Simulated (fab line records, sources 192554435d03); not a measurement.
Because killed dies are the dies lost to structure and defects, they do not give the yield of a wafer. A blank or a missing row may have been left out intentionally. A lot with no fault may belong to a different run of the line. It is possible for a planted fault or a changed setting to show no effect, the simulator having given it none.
fab line records -- flow n5Finfet
record lots=11, wafers=31, lastDay=17
route steps=1938 shown HKMG_FIN@387 PASSIVATION@1936
lots that met no fault: taken from a fault-free run of the same line
startH: hours from the record's opening day to when the first of the lot's shown wafers began -- waitH: hours elapsed since this lot's preceding step -- " same as the row above -- L1.1+2: a row that stands for several wafers -- - no value, or no start given -- * or withheld: withheld -- < > ~ a bound
route shown NAME@n: names a module that has steps shown in the file, with the first one's number in the route -- usual: mean and standard deviation over wafers with no fault -- same: alike in all rows -- chamber/n: place in a boat -- sites: readings site by site -- _std_site: how widely they spread, as a standard deviation -- _edge_site: outer sites' mean less inner sites' -- radiusMm: how far each site lies from the wafer's centre -- mask NAME#n: copy n -- behind: tool/chamber where the wafer was last shaped -- hold: why the lot was held/for how many hours/how that ended -- device: the transistor (n, p or np) that didn't switch -- end of line: tests run on the same wafers once the route is complete -- a step without rows: its recipe alone -- killed: dies lost to structure and defects at the first sort, not the wafer's yield -- map: dies across one wafer; x = killed, . = not, _ = none there
set.NAME: setting as actually run; set.NAME@STEP: the setting as run at that earlier step -- model.NAME: the simulator's own value behind a step, which no gauge read
a sample of lots followed through the steps of the route, with each step as a table and each wafer as a row
services: a tool's chamber out of use, with start hour (startH, from the record's first day; less than 0 if before it), hours out, and reason
## steps
# step N5_HKMG_FIN_HK_ANNEAL_02
# recipe tempC=700, timeS=30, ambient=N2, idleTempC=600, rampUpCPerS=150, rampDownCPerS=60, coolToC=600
# usual lampPowerPct=8.80/0.056, lamp_zone_5_pct=8.799/0.011, wafer_temp_C_max=702.9/0.67
lot.wafer,tool,chamber,startH,waitH,lampPowerPct,lamp_zone_5_pct,wafer_temp_C_max
L401.2,rtpAnneal-02,0,70.30,0.1,8.85,8.781,703.6
L401.4,rtpAnneal-02,0,70.30,0.1,8.77,8.806,702.0
L401.5,rtpAnneal-02,0,70.30,0.1,8.86,8.799,702.7
L402.1,rtpAnneal-02,0,78.94,0.2,8.74,8.809,702.8
L402.3,rtpAnneal-02,0,78.94,0.2,8.86,8.805,702.7
L402.6,rtpAnneal-02,0,78.94,0.2,8.78,8.805,703.3
L404.2,rtpAnneal-01,0,91.00,0.1,8.80,8.807,702.6
L404.3,rtpAnneal-01,0,91.00,0.1,8.82,8.810,703.5
L404.6,rtpAnneal-01,0,91.00,0.1,8.76,8.794,702.5
L410.1,rtpAnneal-01,0,125.84,0.2,8.82,8.785,702.7
L410.3,rtpAnneal-01,0,125.84,0.2,8.82,8.796,702.3
L410.6,rtpAnneal-01,0,125.84,0.2,8.72,8.812,703.0
L415.1,rtpAnneal-02,0,154.37,0.2,8.86,8.803,702.6
L415.2,rtpAnneal-02,0,154.37,0.2,8.72,8.795,703.7
L415.6,rtpAnneal-02,0,154.37,0.2,8.81,8.801,703.7
L417.3,rtpAnneal-01,0,169.29,0.3,8.80,8.770,702.0
L417.4,rtpAnneal-01,0,169.29,0.3,8.85,8.794,703.7
L417.6,rtpAnneal-01,0,169.29,0.3,8.78,8.792,702.1
L419.1,rtpAnneal-01,0,181.74,0.3,8.68,8.794,702.6
L419.2,rtpAnneal-01,0,181.74,0.3,8.80,8.784,702.7
L419.6,rtpAnneal-01,0,181.74,0.3,8.81,8.799,703.0
L420.3,rtpAnneal-01,0,185.15,0.2,8.83,8.806,703.4
L420.4,rtpAnneal-01,0,185.15,0.2,8.83,8.814,702.7
L421.1,rtpAnneal-02,0,195.98,0.1,8.80,8.796,702.6
L421.5,rtpAnneal-02,0,195.98,0.1,8.76,8.823,703.5
L421.6,rtpAnneal-02,0,195.98,0.1,8.68,8.798,703.6
L423.1,rtpAnneal-02,0,202.08,0.1,8.80,8.784,704.2
L423.5,rtpAnneal-02,0,202.08,0.1,8.90,8.804,702.9
L424.2,rtpAnneal-01,0,210.52,0.1,8.76,8.809,703.2
L424.3,rtpAnneal-01,0,210.52,0.1,8.82,8.813,703.4
L424.6,rtpAnneal-01,0,210.52,0.1,8.82,8.787,703.3
# step N5_HKMG_FIN_ALD_75
# recipe material=Al2O3, targetThkA=10, tempC=150, aldPrecursorFamily=TMA, aldCoReactant=H2O, pulseTimeS=withheld, coReactantPulseTimeS=1
# usual heaterPowerOuterW=76/8.4, heaterPowerW=149/19, precursorPulseHeightRel=0.999/0.021
lot.wafer,tool,chamber,startH,waitH,heaterPowerOuterW,heaterPowerW,precursorPulseHeightRel
L401.2,aldHk-02,1,70.56,0.0,82,164,1.010
L401.4,aldHk-02,3,70.56,0.0,77,141,0.984
L401.5,aldHk-02,2,70.56,0.0,64,138,0.970
L402.1,aldHk-01,2,79.23,0.0,63,122,1.028
L402.3,aldHk-01,3,79.23,0.0,74,144,1.023
L402.6,aldHk-01,0,79.23,0.0,83,164,1.011
L404.2,aldHk-02,0,91.26,0.0,70,132,0.983
L404.3,aldHk-02,3,91.26,0.0,73,137,0.982
L404.6,aldHk-02,1,91.26,0.0,81,166,0.969
L410.1,aldHk-02,3,126.13,0.0,73,146,1.007
L410.3,aldHk-02,2,126.13,0.0,64,136,1.025
L410.6,aldHk-02,2,126.13,0.0,65,135,1.006
L415.1,aldHk-01,3,154.67,0.0,75,149,1.018
L415.2,aldHk-01,1,154.67,0.0,92,187,1.028
L415.6,aldHk-01,3,154.67,0.0,78,145,0.986
L417.3,aldHk-01,1,169.52,0.0,90,186,1.012
L417.4,aldHk-01,0,169.52,0.0,84,168,0.986
L417.6,aldHk-01,3,169.52,0.0,77,146,0.994
L419.1,aldHk-03,0,182.03,0.0,79,151,1.002
L419.2,aldHk-03,3,182.03,0.0,76,145,0.999
L419.6,aldHk-03,3,182.03,0.0,75,149,0.939
L420.3,aldHk-02,3,185.38,0.0,76,145,1.014
L420.4,aldHk-02,1,185.38,0.0,83,167,1.005
L421.1,aldHk-01,1,196.28,0.0,92,185,1.010
L421.5,aldHk-01,2,196.28,0.0,66,120,0.965
L421.6,aldHk-01,1,196.28,0.0,92,188,0.990
L423.1,aldHk-03,0,202.37,0.0,80,148,1.003
L423.5,aldHk-03,1,202.37,0.0,67,132,0.999
L424.2,aldHk-02,2,210.78,0.0,64,138,0.994
L424.3,aldHk-02,1,210.78,0.0,85,169,1.010
L424.6,aldHk-02,0,210.78,0.0,71,137,0.990
# step N5_HKMG_FIN_OVL_MEAS_50
# recipe pointsPerWafer=44
# usual NDIPOLE_OVL=0.0/0.76
lot.wafer,tool,chamber,startH,waitH,NDIPOLE_OVL[nm]
L401.2,overlay-02,0,71.06,0.0,-0.5
L401.4,overlay-02,0,71.06,0.0,-0.7
L401.5,overlay-02,0,71.06,0.0,0.1
L402.1,overlay-01,0,79.73,0.0,-0.3
L402.3,overlay-01,0,79.73,0.0,0.1
L402.6,overlay-01,0,79.73,0.0,-1.2
L404.2,overlay-02,0,91.76,0.0,1.0
L404.3,overlay-02,0,91.76,0.0,-0.7
L404.6,overlay-02,0,91.76,0.0,0.1
L410.1,overlay-02,0,126.63,0.0,0.5
L410.3,overlay-02,0,126.63,0.0,1.0
L410.6,overlay-02,0,126.63,0.0,1.3
L415.1,overlay-02,0,155.04,0.0,0.6
L415.2,overlay-02,0,155.04,0.0,0.7
L415.6,overlay-02,0,155.04,0.0,0.6
L417.3,overlay-02,0,169.89,0.0,0.3
L417.4,overlay-02,0,169.89,0.0,-0.7
L417.6,overlay-02,0,169.89,0.0,-1.8
L419.1,overlay-02,0,182.52,0.0,-1.1
L419.2,overlay-02,0,182.52,0.0,-0.1
L419.6,overlay-02,0,182.52,0.0,-0.6
L420.3,overlay-02,0,185.88,0.0,0.9
L420.4,overlay-02,0,185.88,0.0,0.2
L421.1,overlay-02,0,196.77,0.0,0.1
L421.5,overlay-02,0,196.77,0.0,1.5
L421.6,overlay-02,0,196.77,0.0,-0.8
L423.1,overlay-02,0,202.87,0.0,-0.8
L423.5,overlay-02,0,202.87,0.0,0.3
L424.2,overlay-01,0,211.28,0.0,-1.4
L424.3,overlay-01,0,211.28,0.0,-0.3
L424.6,overlay-01,0,211.28,0.0,-0.5
# step N5_HKMG_FIN_INSPECT_61
# recipe mode=adi, inspectInstrument=macro
# usual rawDefectCount=2.0/1.3
lot.wafer,tool,chamber,startH,waitH,rawDefectCount
L401.2,defectInspect-02,-,71.08,0.0,3
L401.4,defectInspect-02,-,71.08,0.0,3
L401.5,defectInspect-02,-,71.08,0.0,2
L402.1,defectInspect-02,-,79.75,0.0,1
L402.3,defectInspect-02,-,79.75,0.0,2
L402.6,defectInspect-02,-,79.75,0.0,2
L404.2,defectInspect-02,-,91.78,0.0,2
L404.3,defectInspect-02,-,91.78,0.0,1
L404.6,defectInspect-02,-,91.78,0.0,3
L410.1,defectInspect-01,-,126.65,0.0,>300
L410.3,defectInspect-01,-,126.65,0.0,4
L410.6,defectInspect-01,-,126.65,0.0,2
L415.1,defectInspect-02,-,155.06,0.0,2
L415.2,defectInspect-02,-,155.06,0.0,2
L415.6,defectInspect-02,-,155.06,0.0,0
L417.3,defectInspect-01,-,169.92,0.0,1
L417.4,defectInspect-01,-,169.92,0.0,1
L417.6,defectInspect-01,-,169.92,0.0,2
L419.1,defectInspect-02,-,182.55,0.0,2
L419.2,defectInspect-02,-,182.55,0.0,1
L419.6,defectInspect-02,-,182.55,0.0,0
L420.3,defectInspect-02,-,185.90,0.0,1
L420.4,defectInspect-02,-,185.90,0.0,3
L421.1,defectInspect-01,-,196.80,0.0,2
L421.5,defectInspect-01,-,196.80,0.0,2
L421.6,defectInspect-01,-,196.80,0.0,1
L423.1,defectInspect-01,-,202.89,0.0,1
L423.5,defectInspect-01,-,202.89,0.0,2
L424.2,defectInspect-02,-,211.30,0.0,2
L424.3,defectInspect-02,-,211.30,0.0,1
L424.6,defectInspect-02,-,211.30,0.0,3
# step N5_HKMG_FIN_STRIP_93
# recipe chemistry=N2/H2, material=SOC, timeS=20, powerW=500, tempC=40, pressureMtorr=50, rfFrequencyHz=6e+07, biasPowerW=8, h2Frac=0.5, n2FlowSccm=300, h2FlowSccm=300
# usual drypumpMotorCurrentA=5.7/0.4, oesProductAu=0.80/0.088, rfVppV=54.2/0.79, showerheadPlenumPTorr=3.37/0.11, tempC=40.00/0.11, throttleValvePct=19.0/0.39
lot.wafer,tool,chamber,startH,waitH,drypumpMotorCurrentA,oesProductAu,rfHoursCounterH,rfVppV,showerheadPlenumPTorr,tempC,throttleValvePct
L401.2,rieDiel-03,0,71.84,0.2,5.5,0.70,213,54.6,3.19,39.92,19.2
L401.4,rieDiel-03,3,71.84,0.2,5.6,0.87,-,53.8,3.56,39.83,19.2
L401.5,rieDiel-03,1,71.84,0.2,6.8,0.69,-,53.7,3.29,39.82,19.1
L402.1,rieDiel-05,3,81.05,0.4,5.6,0.76,157,54.7,3.36,40.29,19.1
L402.3,rieDiel-05,3,81.05,0.4,5.6,0.76,-,54.6,3.36,40.10,19.2
L402.6,rieDiel-05,3,81.05,0.4,5.6,0.76,-,54.3,3.36,40.01,19.1
L404.2,rieDiel-03,2,92.70,0.2,6.0,0.95,5,54.2,3.29,40.06,18.7
L404.3,rieDiel-03,0,92.70,0.2,5.5,0.70,222,54.5,3.19,39.93,19.2
L404.6,rieDiel-03,0,92.70,0.2,5.5,0.69,-,53.6,3.19,40.02,19.2
L410.1,rieDiel-05,3,127.41,0.2,5.6,0.74,172,55.0,3.35,39.73,19.2
L410.3,rieDiel-05,2,127.41,0.2,6.2,0.69,205,54.0,3.48,39.84,19.4
L410.6,rieDiel-05,2,127.41,0.2,6.2,0.69,-,52.7,3.48,39.77,19.4
L415.1,rieDiel-03,2,155.82,0.2,5.9,0.90,24,54.4,3.28,40.06,18.8
L415.2,rieDiel-03,0,155.82,0.2,5.5,0.67,239,54.9,3.18,40.00,19.2
L415.6,rieDiel-03,3,155.82,0.2,5.7,0.84,-,55.9,3.54,39.93,19.3
L417.3,rieDiel-01,1,170.70,0.2,5.6,0.91,31,55.4,3.42,39.94,19.1
L417.4,rieDiel-01,3,170.70,0.2,5.2,0.84,47,53.3,3.28,40.04,18.7
L417.6,rieDiel-01,3,170.70,0.2,5.2,0.84,-,54.4,3.28,40.06,18.8
L419.1,rieDiel-03,1,183.36,0.2,6.8,0.91,27,54.5,3.28,39.86,18.7
L419.2,rieDiel-03,0,183.36,0.2,5.5,0.67,248,54.6,3.17,39.91,19.3
L419.6,rieDiel-03,3,183.36,0.2,5.7,0.82,-,53.2,3.54,40.17,19.3
L420.3,rieDiel-01,0,186.66,0.2,5.1,0.83,74,54.3,3.26,39.91,18.5
L420.4,rieDiel-01,2,186.66,0.2,5.8,0.70,230,53.7,3.34,39.93,19.9
L421.1,rieDiel-03,1,197.56,0.2,6.8,0.91,32,53.1,3.28,39.82,18.7
L421.5,rieDiel-03,1,197.56,0.2,6.8,0.91,-,53.7,3.28,39.65,18.7
L421.6,rieDiel-03,3,197.56,0.2,5.6,0.81,-,55.2,3.53,40.06,19.3
L423.1,rieDiel-05,2,203.65,0.2,6.2,0.67,233,54.1,3.47,39.94,19.4
L423.5,rieDiel-05,1,203.65,0.2,5.5,0.73,-,54.1,3.32,40.00,19.4
L424.2,rieDiel-01,1,212.09,0.2,5.5,0.91,45,55.0,3.41,39.93,19.1
L424.3,rieDiel-01,0,212.09,0.2,5.1,0.82,84,52.8,3.26,39.96,18.5
L424.6,rieDiel-01,3,212.09,0.2,5.2,0.83,-,53.7,3.27,39.93,18.8
# step N5_PASSIVATION_PROBE_49
# usual killed_at_M0_to_M3=32/9.7, killed_at_M4_up=14/5.3, killedAtContacts=11/6, killedAtFrontEnd=39/14, killedAtOther=3.3/2.7, killedDies=100/17, killedOpen=66/13, killedShort=32/7.4
# same grossDies=1180, killedAtBackSide=0
lot.wafer,tool,chamber,startH,waitH,killed_at_M0_to_M3,killed_at_M4_up,killedAtContacts,killedAtFrontEnd,killedAtOther,killedDies,killedOpen,killedShort
L410.1,prober-02,-,322.81,0.0,23,14,23,112,2,174,69,30
L410.3,prober-02,-,322.91,0.1,30,10,28,21,0,89,56,32
L410.6,prober-02,-,323.06,0.3,59,18,18,20,3,118,90,27
# killed by level:class
L410.1 HKMG_FIN:unspecified=74 MOL_CONTACT_COAG:geometricParticle:open=19 STI_FIN_REVEAL:geometricParticle:open=12 BEOL_M2:geometricParticle:open=7 BEOL_M4:geometricParticle:short=7 FIN_SAQP:geometricParticle:short=5 BEOL_M3:geometricParticle:open=5 GATE_CUT:geometricParticle:short=4
L410.3 MOL_CONTACT_COAG:geometricParticle:open=22 BEOL_M0_SAQP:geometricParticle:short=9 BEOL_M0_SAQP:geometricParticle:open=7 FIN_SAQP:geometricParticle:short=6 MOL_CONTACT_COAG:geometricParticle:short=6 BEOL_M3:geometricParticle:open=6 BEOL_M2:geometricParticle:open=5 STI_FIN_REVEAL:geometricParticle:open=3
L410.6 MOL_CONTACT_COAG:geometricParticle:open=16 BEOL_M3:geometricParticle:open=14 BEOL_M2:geometricParticle:open=13 BEOL_M0_SAQP:geometricParticle:open=12 BEOL_M4:geometricParticle:open=9 STI_FIN_REVEAL:geometricParticle:open=8 BEOL_M0_SAQP:geometricParticle:short=7 BEOL_M0:geometricParticle:open=6
## services
tool,chamber,startH,hours,kind
rieDiel-03,2,57.20,-,clean
rieDiel-03,2,57.20,-,consumableReplace:focusRing
rieDiel-03,2,57.20,22.6,scheduledDown
rieDiel-03,2,57.20,22.6,ventCycle
rieDiel-05,0,77.23,7.1,repair
rieDiel-03,1,79.92,-,clean
rieDiel-03,1,79.92,-,consumableReplace:focusRing
rieDiel-03,1,79.92,18.9,scheduledDown
rieDiel-03,1,79.92,18.9,ventCycle
rieDiel-01,1,94.09,2.9,repair
rieDiel-05,0,122.16,10.0,repair
rieDiel-03,-,128.90,15.6,pm
aldHk-03,-,130.22,0.4,repair
aldHk-03,-,149.17,2.4,repair
rieDiel-03,0,168.28,7.7,repair
rieDiel-01,-,178.16,0.7,repair
aldHk-01,-,181.03,2.8,pm
aldHk-02,-,187.33,0.7,repair
rieDiel-03,0,190.42,-,clean
rieDiel-03,0,190.42,-,consumableReplace:esc
rieDiel-03,0,190.42,-,consumableReplace:focusRing
rieDiel-03,0,190.42,-,consumableReplace:showerhead
rieDiel-03,0,190.42,35.4,scheduledDown
aldHk-02,-,196.71,2.8,pm
## key
firstSign step=N5_HKMG_FIN_INSPECT_61, reading=rawDefectCount, direction=up, sigmas=99+, usual=2.0, struck=>300
effect step=N5_PASSIVATION_PROBE_49, reading=killedAtFrontEnd, direction=up, sigmas=5.2, usual=39, struck=112
moreKillsBornAt N5_HKMG_FIN_ALD_75@aldHk-02=74
metAt N5_HKMG_FIN_ALD_75
struckLots L410
struckWafers L410.1
testerLeftOut L410
notActingAt N5_HKMG_FIN_HK_ANNEAL_02,N5_HKMG_FIN_OVL_MEAS_50,N5_HKMG_FIN_STRIP_93
onsetBetween 91.26 126.13
fault kind=chamberParticleSource, tool=aldHk-02, chamber=3, onsetH=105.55, steps=N5_HKMG_FIN_ALD_75, ratePerVisitCm2=1.0645, endH=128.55
# testerLeftOut: of these lots the tester's yield and bins aren't shown, on N5 and GAA mostly nor the transistor test; their killed dies are dies lost to structure and defects alone, not to doping, threshold or leakage, so they don't give the yield
